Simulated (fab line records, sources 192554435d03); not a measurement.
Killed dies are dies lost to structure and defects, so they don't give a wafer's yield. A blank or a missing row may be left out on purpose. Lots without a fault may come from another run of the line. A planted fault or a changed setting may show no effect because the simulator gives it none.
fab line records | flow n5_finfet
record lots=7 wafers=39
route steps=1938 shown BEOL_M2@890 BEOL_M3@981 BEOL_M5@1112 BEOL_M8@1348 BEOL_M9@1460
start_h: hours from the record's first day to the start of the lot's first wafer shown | wait_h: hours since the lot's step before | " the same as in the row above | L1.1+2: a row that stands for several wafers | - no value, or no start given | * or withheld: withheld | < > ~ a bound
route shown NAME@n: a module of which the file shows steps, and the number in the route of the first | usual: mean/standard deviation of fault-free wafers | same: alike in all rows | chamber/n: place in a boat | sites: the reading at each site | _std_site: their standard deviation | _edge_site: outer sites' mean less inner sites' | radius_mm: how far each site lies from the wafer's centre | mask NAME#n: copy n | behind: the tool/chamber that last shaped the wafer | hold: why the lot was held/for how many hours/how that ended | device: the transistor (n, p or np) that didn't switch | end of line: the same wafers' tests at the end of the route | a step without rows: its recipe alone | killed: dies lost to structure and defects at the first sort, not the wafer's yield | map: a wafer's dies, x killed, . not, _ none there
set.NAME: the setting as run; set.NAME@STEP: as run at that earlier step | model.NAME: the simulator's own value behind a step, which no gauge read
lots whose settings were changed on purpose; a table a step, a row a wafer
## steps
# step N5_BEOL_M2_TRENCH_ETCH_37
# recipe chemistry=C4F6/O2 target_depth_a=555.55 target=SiOC time_s=29.2 ion_energy_ev=250 pressure_mtorr=30 source_w=355 bias_w=185 Ar_flow_sccm=300 C4F6_flow_sccm=10 O2_flow_sccm=10
# columns lot.wafer tool chamber start_h wait_h set.target_depth_a model.BEOL_M2.feature_depth_nm model.etch.depth_nm model.TiN_of_BEOL_M2_HM_DEP_02.thk_nm
L080.1 rie_diel-06 1 - - 555.55 54.6 54.65 17.6
L080.2 " 3 " " 730.9 72.8 72.74 17.2
L080.3 " 0 " " 730.9 73 73.02 16.8
L080.4 " 1 " " 555.55 54.6 54.7 17.6
L080.5 " 0 " " 555.55 55.2 55.14 17.8
L080.6 " 3 " " 730.9 73 73.01 17
L081.1 rie_diel-03 0 - - 555.55 55.2 55.16 17.2
L081.2 " 1 " " 555.55 55.4 55.38 17.2
L081.3 " 2 " " 555.55 54 53.95 17.6
L081.4 " 3 " " 555.55 54.6 54.63 17.4
L081.5 " 0 " " 555.55 55.2 55.27 17.4
L081.6 " 3 " " 555.55 54.2 54.14 17.2
L084.1 rie_diel-03 2 - - 654.9 64 64.01 17.4
L084.2 " 0 " " 654.9 65.6 65.61 17.2
L084.3 " 1 " " 654.9 65.6 65.69 17.6
L084.4 " 3 " " 555.55 54.8 54.86 17.8
L084.5 " 2 " " 555.55 55 55 18
L084.6 " 1 " " 555.55 56 55.91 17.6
L086.1 rie_diel-06 2 - - 555.55 55.8 55.83 17.4
L086.2 " 1 " " 555.55 54.4 54.46 17.4
L086.3 " 0 " " 275.2 27.2 27.28 19
L086.4 " 3 " " 275.2 27.4 27.45 18.6
L086.5 " 2 " " 275.2 27.8 27.76 18.6
L086.6 " 3 " " 555.55 55.4 55.49 17.6
L087.1 rie_diel-02 2 - - 555.55 56 55.91 17.4
L087.2+4 " 3 " " 555.55 55.6 55.57 17.6
L087.3 " 0 " " 555.55 53 53 17.6
L087.5 " 0 " " 555.55 53.4 53.33 17.8
L087.6 " 2 " " 555.55 55.4 55.41 17.6
L093.1 rie_diel-02 3 - - 555.55 55.8 55.76 17.6
L093.2 " 1 " " 555.55 55.2 55.13 17.6
L093.3 " 0 " " 555.55 53 52.94 18
L093.4 " 1 " " 555.55 54.6 54.69 17.4
L093.5 " 0 " " 555.55 53 52.97 17.8
L093.6 " 3 " " 555.55 56 55.98 18
L094.2 rie_diel-03 1 - - 555.55 55.4 55.32 17.6
L094.4 " 0 " " 555.55 55.8 55.89 17.4
L094.5 " 0 " " 555.55 55.4 55.32 17.4
# step N5_BEOL_M2_ETCH_41
# recipe chemistry=CH3F/O2 target=SiCN target_depth_a=299 taper_deg=2 time_s=52.5 ion_energy_ev=120 mask_material=TiN pressure_mtorr=30 source_w=395 bias_w=75 Ar_flow_sccm=150 CH3F_flow_sccm=30 O2_flow_sccm=20
# step N5_BEOL_M2_STRIP_97
# recipe chemistry=N2/H2 time_s=10 power_w=450 temp_c=40 pressure_mtorr=20 rf_frequency_hz=6e+07 bias_power_w=7 n2_flow_sccm=200 h2_flow_sccm=200
# step N5_BEOL_M2_OCD_MEAS_38
# usual trench_depth_nm=55.2/0.93
# columns lot.wafer tool chamber start_h wait_h set.target_depth_a@BEOL_M2_TRENCH_ETCH_37 trench_depth_nm
L080.1 ocd-01 - 177.86 - 555.55 54.9
L080.2 " - " " 730.9 72.6
L080.3 " - " " 730.9 73.5
L080.4 " - " " 555.55 54.4
L080.5 " - " " 555.55 54.8
L080.6 " - " " 730.9 73.3
L081.1 ocd-02 - 188.66 - 555.55 55.0
L081.2 " - " " 555.55 55.2
L081.3 " - " " 555.55 54.3
L081.4 " - " " 555.55 54.3
L081.5 " - " " 555.55 55.6
L081.6 " - " " 555.55 54.2
L084.1 ocd-01 - 201.47 - 654.9 63.8
L084.2 " - " " 654.9 66.0
L084.3 " - " " 654.9 65.7
L084.4 " - " " 555.55 54.5
L084.5 " - " " 555.55 54.6
L084.6 " - " " 555.55 56.3
L086.1 ocd-02 - 220.92 - 555.55 56.0
L086.2 " - " " 555.55 54.5
L086.3 " - " " 275.2 27.4
L086.4 " - " " 275.2 27.3
L086.5 " - " " 275.2 27.8
L086.6 " - " " 555.55 55.9
L087.1 ocd-02 - 220.96 - 555.55 56.1
L087.2 " - " " 555.55 54.7
L087.3 " - " " 555.55 52.5
L087.4 " - " " 555.55 55.6
L087.5 " - " " 555.55 53.0
L087.6 " - " " 555.55 56.1
L093.1 ocd-01 - 250.42 - 555.55 56.2
L093.2 " - " " 555.55 55.3
L093.3 " - " " 555.55 53.1
L093.4 " - " " 555.55 54.4
L093.5 " - " " 555.55 53.1
L093.6 " - " " 555.55 56.0
L094.2 ocd-01 - 250.83 - 555.55 56.0
L094.4 " - " " 555.55 56.1
L094.5 " - " " 555.55 55.5
# step N5_BEOL_M2_HM_STRIP_39
# recipe chemistry=peroxide_tin_strip material=TiN target_depth_a=250 temp_c=50 time_s=158
# step N5_BEOL_M2_SRD_40
# recipe time_s=30 temp_c=23 rinse_liquid=diw dry=ipa_marangoni
# step N5_BEOL_M2_ECD_50
# recipe material=Cu target_thk_a=3000
# step N5_BEOL_M2_ANNEAL_51
# recipe temp_c=225 time_s=90 ambient=N2
# step N5_BEOL_M2_CMP_52
# recipe stop_on=SiOC t_overpolish_s=6.8 down_force_psi=1 platen_rpm=50 clearing_platen_down_force_psi=1.5 clearing_platen_rpm=50 post_cmp_clean=cu_alkaline target_thk_nm=40 clearing_platen_pad_velocity_m_s=0.99484 pad_velocity_m_s=0.99484
# columns lot.wafer tool chamber start_h wait_h set.target_depth_a@BEOL_M2_TRENCH_ETCH_37 model.Cu_of_BEOL_M2_ECD_50.thk_nm
L080.1 cmp-02 2 181.93 0.3 555.55 40.6
L080.2 " 3 " " 730.9 58
L080.3 " 0 " " 730.9 59.2
L080.4 " 1 " " 555.55 39.6
L080.6 " 2 " " 730.9 59.8
L080.5 " 3 " " 555.55 40
L081.3 cmp-01 2 192.84 0.7 555.55 36
L081.4+6 " 3 " " 555.55 38.4
L081.2 " 0 " " 555.55 38.2
L081.1 " 1 " " 555.55 40.4
L081.5 " 2 " " 555.55 37.6
L084.3 cmp-02 3 205.11 0.2 654.9 49.8
L084.2 " 0 " " 654.9 51.6
L084.1 " 1 " " 654.9 47.4
L084.4 " 2 " " 555.55 39.2
L084.5 " 3 " " 555.55 37.8
L084.6 " 0 " " 555.55 39.4
L086.2 cmp-02 1 224.20 0.2 555.55 39.6
L086.1 " 2 " " 555.55 42.2
L086.4 " 3 " " 275.2 10.8
L086.3 " 0 " " 275.2 12.8
L086.5 " 1 " " 275.2 13
L086.6 " 2 " " 555.55 40.8
L087.1 cmp-01 0 225.81 0.3 555.55 40.6
L087.2 " 1 " " 555.55 40.4
L087.4 " 2 " " 555.55 39.2
L087.3+5 " 3,1 " " 555.55 38.2
L087.6 " 0 " " 555.55 39.6
L093.1 cmp-04 1 253.89 0.3 555.55 38.2
L093.2 " 2 " " 555.55 38.8
L093.4 " 3 " " 555.55 38
L093.3 " 0 " " 555.55 36.6
L093.6 " 1 " " 555.55 39.8
L093.5 " 2 " " 555.55 36
L094.2+4+5 cmp-02 0,1,0 255.44 0.2 555.55 40.4
# step N5_BEOL_M2_THK_MEAS_53
# recipe thk_meas_gauge=xrf reads=Cu_of_BEOL_M2_ECD_50
# usual M2_THK=39.4/1.6
# columns lot.wafer tool chamber start_h wait_h set.target_depth_a@BEOL_M2_TRENCH_ETCH_37 M2_THK[nm]
L080.1 film_metro-01 - 182.22 - 555.55 39.9
L080.2 " - " " 730.9 57.1
L080.3 " - " " 730.9 58.2
L080.4 " - " " 555.55 39.0
L080.5 " - " " 555.55 39.1
L080.6 " - " " 730.9 58.7
L081.1 film_metro-01 - 193.14 - 555.55 39.4
L081.2 " - " " 555.55 37.5
L081.3 " - " " 555.55 35.1
L081.4 " - " " 555.55 37.6
L081.5 " - " " 555.55 36.7
L081.6 " - " " 555.55 37.6
L084.1 film_metro-01 - 205.41 - 654.9 47.0
L084.2 " - " " 654.9 50.9
L084.3 " - " " 654.9 49.6
L084.4 " - " " 555.55 39.0
L084.5 " - " " 555.55 37.6
L084.6 " - " " 555.55 39.0
L086.1 film_metro-02 - 224.49 - 555.55 42.2
L086.2 " - " " 555.55 39.5
L086.3 " - " " 275.2 12.7
L086.4 " - " " 275.2 10.8
L086.5 " - " " 275.2 13.0
L086.6 " - " " 555.55 40.9
L087.1 film_metro-02 - 226.11 - 555.55 40.9
L087.2 " - " " 555.55 40.9
L087.3 " - " " 555.55 38.3
L087.4 " - " " 555.55 39.5
L087.5 " - " " 555.55 38.5
L087.6 " - " " 555.55 39.8
L093.1 film_metro-01 - 254.18 - 555.55 37.8
L093.2 " - " " 555.55 38.4
L093.3 " - " " 555.55 36.2
L093.4 " - " " 555.55 37.4
L093.5 " - " " 555.55 35.6
L093.6 " - " " 555.55 39.3
L094.2 film_metro-02 - 255.73 - 555.55 40.7
L094.4 " - " " 555.55 40.6
L094.5 " - " " 555.55 40.7
# step N5_BEOL_M3_ETCH_41
# recipe chemistry=CH3F/O2 target=SiCN target_depth_a=299 taper_deg=2 time_s=52.5 ion_energy_ev=120 mask_material=TiN pressure_mtorr=30 source_w=395 bias_w=75 Ar_flow_sccm=150 CH3F_flow_sccm=30 O2_flow_sccm=20
# columns lot.wafer tool chamber start_h wait_h set.target_depth_a model.etch.depth_nm
L080.1 rie_diel-05 3 - - 299 19.89
L080.2 " 1 " " 381.3 25.77
L080.3 " 2 " " 299 20.13
L080.4 " 0 " " 381.3 25.02
L080.5 " 3 " " 299 19.71
L080.6 " 2 " " 381.3 25.87
L081.1 rie_diel-01 1 - - 299 20.1
L081.2 " 2 " " 299 20
L081.3 " 3 " " 299 19.77
L081.4 " 1 " " 202.8 13.5
L081.5 " 2 " " 202.8 13.53
L081.6 " 3 " " 202.8 13.33
L084.1 rie_diel-05 3 - - 299 19.9
L084.2 " 1 " " 299 19.87
L084.3 " 0 " " 299 19.34
L084.4 " 2 " " 299 20.02
L084.5 " 1 " " 299 19.8
L084.6 " 2 " " 299 19.81
L086.1 rie_diel-04 0 - - 299 20.25
L086.2 " 2 " " 299 20.45
L086.3 " 3 " " 299 20.62
L086.4 " 1 " " 299 20.16
L086.5 " 0 " " 299 20.29
L086.6 " 3 " " 299 20.4
L087.1 rie_diel-05 3 - - 299 19.72
L087.2 " 0 " " 299 19.57
L087.3 " 1 " " 215.8 14.31
L087.4 " 2 " " 215.8 14.48
L087.5 " 2 " " 215.8 14.5
L087.6 " 1 " " 299 19.93
L093.1 rie_diel-04 3 - - 299 20.77
L093.2 " 1 " " 299 20.42
L093.3 " 0 " " 299 20.39
L093.4 " 0 " " 299 20.31
L093.5 " 3 " " 299 20.49
L093.6 " 1 " " 299 20.3
L094.2 rie_diel-05 2 - - 299 19.84
L094.4 " 0 " " 299 19.3
L094.5 " 1 " " 299 19.83
# step N5_BEOL_M5_ILD_DEP_00
# recipe material=SiCOH_lowk target_thk_a=1406.4 temp_c=300 precursor=DEMS/porogen pressure_torr=5 rf_w=500 time_s=25.9
# columns lot.wafer tool chamber start_h wait_h set.target_thk_a model.SiCOH_lowk_of_BEOL_M5_ILD_DEP_00.thk_nm
L080.1 pecvd-04 1 206.95 0.8 1977 195.6
L080.2 " 2 " " 1977 198.2
L080.3 " 0 " " 1406.4 138.6
L080.4 " 0 " " 1406.4 140.2
L080.5 " 1 " " 1977 200.2
L080.6 " 2 " " 1406.4 142.8
L081.1 pecvd-03 0 220.72 0.8 1406.4 138.4
L081.2 " 1 " " 1406.4 138.8
L081.3 " 1 " " 2033 201.8
L081.4 " 0 " " 1406.4 141
L081.5 " 0 " " 2033 203
L081.6 " 1 " " 2033 203.2
L084.1 pecvd-03 2 232.05 0.8 955 92.2
L084.2 " 0 " " 955 93.2
L084.3 " 2 " " 1406.4 140.2
L084.4 " 0 " " 955 94.8
L084.5 " 0 " " 1406.4 140.4
L084.6 " 2 " " 1406.4 139.4
L086.1 pecvd-04 0 252.00 0.8 1406.4 139.8
L086.2 " 1 " " 1406.4 140.8
L086.3 " 0 " " 1716 172.6
L086.4 " 1 " " 1406.4 141.6
L086.5 " 1 " " 1716 172
L086.6 " 0 " " 1716 174.2
L087.1 pecvd-03 1 255.51 0.8 1406.4 135.6
L087.2 " 2 " " 1406.4 135.8
L087.3 " 0 " " 1619 158.6
L087.4 " 2 " " 1619 158
L087.5 " 1 " " 1406.4 137.8
L087.6 " 0 " " 1619 159.2
L093.1 pecvd-04 2 285.36 0.8 953.9 93.8
L093.2 " 0 " " 1406.4 139.4
L093.3 " 1 " " 953.9 94.8
L093.4 " 2 " " 953.9 97
L093.5 " 0 " " 1406.4 140.8
L093.6 " 1 " " 1406.4 141.4
L094.2 pecvd-03 2 290.02 0.7 1406.4 138
L094.4 " 1 " " 1406.4 141.6
L094.5 " 2 " " 1406.4 140.4
# step N5_BEOL_M5_CURE_79
# recipe temp_c=385 time_s=240 ambient=He/Ar material=SiCOH_lowk
# columns lot.wafer tool chamber start_h wait_h set.target_thk_a@BEOL_M5_ILD_DEP_00 model.SiCOH_lowk_of_BEOL_M5_ILD_DEP_00.thk_nm
L080.1 uv_cure-01 0 207.01 0.0 1977 168.8
L080.2 " 0 " " 1977 171
L080.3 " 0 " " 1406.4 119.2
L080.4 " 0 " " 1406.4 120.6
L080.5 " 0 " " 1977 172.8
L080.6 " 0 " " 1406.4 122.8
L081.1 uv_cure-03 2 220.80 0.1 1406.4 119
L081.2 " 2 " " 1406.4 119.4
L081.3 " 2 " " 2033 174.4
L081.4 " 2 " " 1406.4 121.2
L081.5+6 " 2 " " 2033 175.4
L084.1 uv_cure-01 0 232.13 0.1 955 79.2
L084.2 " 0 " " 955 80
L084.3 " 0 " " 1406.4 120.6
L084.4 " 0 " " 955 81.2
L084.5 " 0 " " 1406.4 120.8
L084.6 " 0 " " 1406.4 120
L086.1 uv_cure-02 2 252.44 0.4 1406.4 120.2
L086.2 " 2 " " 1406.4 121.2
L086.3 " 2 " " 1716 148.8
L086.4 " 2 " " 1406.4 121.8
L086.5 " 2 " " 1716 148.4
L086.6 " 2 " " 1716 150.2
L087.1 uv_cure-01 0 255.57 0.0 1406.4 116.6
L087.2 " 0 " " 1406.4 116.8
L087.3 " 0 " " 1619 136.6
L087.4 " 0 " " 1619 136.2
L087.5 " 0 " " 1406.4 118.4
L087.6 " 0 " " 1619 137.2
L093.1 uv_cure-02 1 285.42 0.0 953.9 80.4
L093.2 " 1 " " 1406.4 120
L093.3 " 1 " " 953.9 81.4
L093.4 " 1 " " 953.9 83.2
L093.5 " 1 " " 1406.4 121.2
L093.6 " 1 " " 1406.4 121.8
L094.2 uv_cure-02 1 290.38 0.3 1406.4 118.8
L094.4 " 1 " " 1406.4 121.8
L094.5 " 1 " " 1406.4 120.8
# step N5_BEOL_M5_THK_MEAS_01
# recipe reads=SiCOH_lowk_of_BEOL_M5_ILD_DEP_00
# usual M5_ILD_THK=120.2/1.7
# columns lot.wafer tool chamber start_h wait_h set.target_thk_a@BEOL_M5_ILD_DEP_00 M5_ILD_THK[nm]
L080.1 film_metro-01 - 208.00 0.8 1977 168.9
L080.2 " - " " 1977 171.0
L080.3 " - " " 1406.4 119.2
L080.4 " - " " 1406.4 120.6
L080.5 " - " " 1977 172.7
L080.6 " - " " 1406.4 122.8
L081.1 film_metro-02 - 221.31 0.4 1406.4 119.0
L081.2 " - " " 1406.4 119.4
L081.3 " - " " 2033 174.3
L081.4 " - " " 1406.4 121.1
L081.5 " - " " 2033 175.5
L081.6 " - " " 2033 175.4
L084.1 film_metro-01 - 234.09 1.6 955 79.2
L084.2 " - " " 955 80.1
L084.3 " - " " 1406.4 120.6
L084.4 " - " " 955 81.3
L084.5 " - " " 1406.4 120.9
L084.6 " - " " 1406.4 119.9
L086.1 film_metro-01 - 252.95 0.4 1406.4 120.2
L086.2 " - " " 1406.4 121.2
L086.3 " - " " 1716 148.7
L086.4 " - " " 1406.4 121.8
L086.5 " - " " 1716 148.3
L086.6 " - " " 1716 150.3
L087.1 film_metro-01 - 256.09 0.4 1406.4 116.5
L087.2 " - " " 1406.4 116.8
L087.3 " - " " 1619 136.7
L087.4 " - " " 1619 136.1
L087.5 " - " " 1406.4 118.5
L087.6 " - " " 1619 137.2
L093.1 film_metro-02 - 285.94 0.4 953.9 80.4
L093.2 " - " " 1406.4 120.0
L093.3 " - " " 953.9 81.4
L093.4 " - " " 953.9 83.4
L093.5 " - " " 1406.4 121.1
L093.6 " - " " 1406.4 121.6
L094.2 film_metro-02 - 290.81 0.4 1406.4 118.7
L094.4 " - " " 1406.4 121.8
L094.5 " - " " 1406.4 120.7
# step N5_BEOL_M8_DESCUM_16
# recipe chemistry=O2 time_s=7.9 source_power_w=50 bias_power_w=20 pressure_mtorr=20 rf_frequency_hz=2.712e+07 temp_c=40 resist=CAR-ArF o2_flow_sccm=225
# columns lot.wafer tool chamber start_h wait_h set.time_s model.CAR-ArF_of_BEOL_M8_COAT_05.thk_nm
L080.1+3+4 rie_diel-06 2,3,1 238.55 0.0 7.9 83.6
L080.2+5 " 0,2 " " 7.9 83.4
L080.6 " 3 " " 7.9 84
L081.1 rie_diel-06 0 251.16 0.1 5.569 84.6
L081.2 " 2 " " 7.9 83
L081.3+4 " 1,3 " " 5.569 84.8
L081.5 " 3 " " 7.9 83.4
L081.6 " 0 " " 7.9 83.2
L084.1+3+6 rie_diel-03 0,1,0 264.91 0.0 10.58 81.8
L084.2+4 " 3 " " 7.9 83.6
L084.5 " 1 " " 7.9 83.2
L086.1+3 rie_diel-06 1,3 286.15 0.0 7.9 84
L086.2 " 0 " " 5.378 85
L086.4 " 3 " " 5.378 85.2
L086.5 " 1 " " 5.378 85.4
L086.6 " 0 " " 7.9 83.6
L087.1+5 rie_diel-02 2,3 288.39 0.1 7.9 83.4
L087.2 " 1 " " 5.972 85
L087.3 " 3 " " 7.9 83.6
L087.4 " 2 " " 5.972 84.6
L087.6 " 1 " " 5.972 84.8
L094.2+5 rie_diel-02 3,0 320.11 0.3 7.9 83.6
L094.4 " 3 " " 7.9 83.4
L093.1+4 rie_diel-02 0 322.13 0.0 7.9 83.6
L093.2+3+5 " 2,3,3 " " 7.9 83.4
L093.6 " 2 " " 7.9 83.8
# step N5_BEOL_M9_CVD_78
# recipe material=Co target_thk_a=20 temp_c=withheld precursor=CCTBA/H2 pressure_torr=30 time_s=138.9
# columns lot.wafer tool chamber start_h wait_h set.target_thk_a model.Co_of_BEOL_M9_CVD_78.thk_nm
L080.1+5 cvd_co-02 2,0 250.69 0.0 20 2
L080.2+3 " 0,1 " " 28.05 2.8
L080.4 " 1 " " 28.05 3
L080.6 " 2 " " 20 2.2
L081.1+4+6 cvd_co-01 0,2,0 265.84 0.1 20 1.8
L081.2+3+5 " 1,2,1 " " 20 2
L084.1+4 cvd_co-02 2 278.50 0.0 20 2
L084.2+3+5 " 0,1,1 " " 12.87 1.2
L084.6 " 0 " " 20 1.8
L086.1+2+4+6 cvd_co-01 2,0,0,2 297.51 0.2 20 2
L086.3+5 " 1 " " 20 2.2
L087.1 cvd_co-01 1 303.64 0.1 13.75 1.4
L087.2+3+6 " 0,2,1 " " 20 2
L087.4+5 " 2,0 " " 13.75 1.2
L094.2+4 cvd_co-02 0 333.92 0.3 20 1.8
L094.5 " 2 " " 20 2
L093.1+2+3+4+5+6 cvd_co-01 0,1,2,0,2,1 337.40 0.1 20 2
## key
split step=N5_BEOL_M2_TRENCH_ETCH_37 setting=target_depth_a stated=555.55 by=wafer
response step=N5_BEOL_M2_TRENCH_ETCH_37 reading=model.BEOL_M2.feature_depth_nm change=+0.556 per=1% r=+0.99
response step=N5_BEOL_M2_TRENCH_ETCH_37 reading=model.etch.depth_nm change=+0.556 per=1% r=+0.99
response step=N5_BEOL_M2_TRENCH_ETCH_37 reading=model.TiN_of_BEOL_M2_HM_DEP_02.thk_nm change=-0.0238 per=1% r=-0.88
response step=N5_BEOL_M2_OCD_MEAS_38 reading=trench_depth_nm change=+0.562 per=1% r=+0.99
response step=N5_BEOL_M2_CMP_52 reading=model.Cu_of_BEOL_M2_ECD_50.thk_nm change=+0.579 per=1% r=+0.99
response step=N5_BEOL_M2_THK_MEAS_53 reading=M2_THK change=+0.577 per=1% r=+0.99
split step=N5_BEOL_M3_ETCH_41 setting=target_depth_a stated=299 by=wafer
response step=N5_BEOL_M3_ETCH_41 reading=model.etch.depth_nm change=+0.2 per=1% r=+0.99
split step=N5_BEOL_M5_ILD_DEP_00 setting=target_thk_a stated=1406.4 by=wafer
response step=N5_BEOL_M5_ILD_DEP_00 reading=model.SiCOH_lowk_of_BEOL_M5_ILD_DEP_00.thk_nm change=+1.43 per=1% r=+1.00
response step=N5_BEOL_M5_CURE_79 reading=model.SiCOH_lowk_of_BEOL_M5_ILD_DEP_00.thk_nm change=+1.24 per=1% r=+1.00
response step=N5_BEOL_M5_THK_MEAS_01 reading=M5_ILD_THK change=+1.24 per=1% r=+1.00
split step=N5_BEOL_M8_DESCUM_16 setting=time_s stated=7.9 by=wafer
response step=N5_BEOL_M8_DESCUM_16 reading=model.CAR-ArF_of_BEOL_M8_COAT_05.thk_nm change=-0.0486 per=1% r=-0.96
split step=N5_BEOL_M9_CVD_78 setting=target_thk_a stated=20 by=wafer
response step=N5_BEOL_M9_CVD_78 reading=model.Co_of_BEOL_M9_CVD_78.thk_nm change=+0.021 per=1% r=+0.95
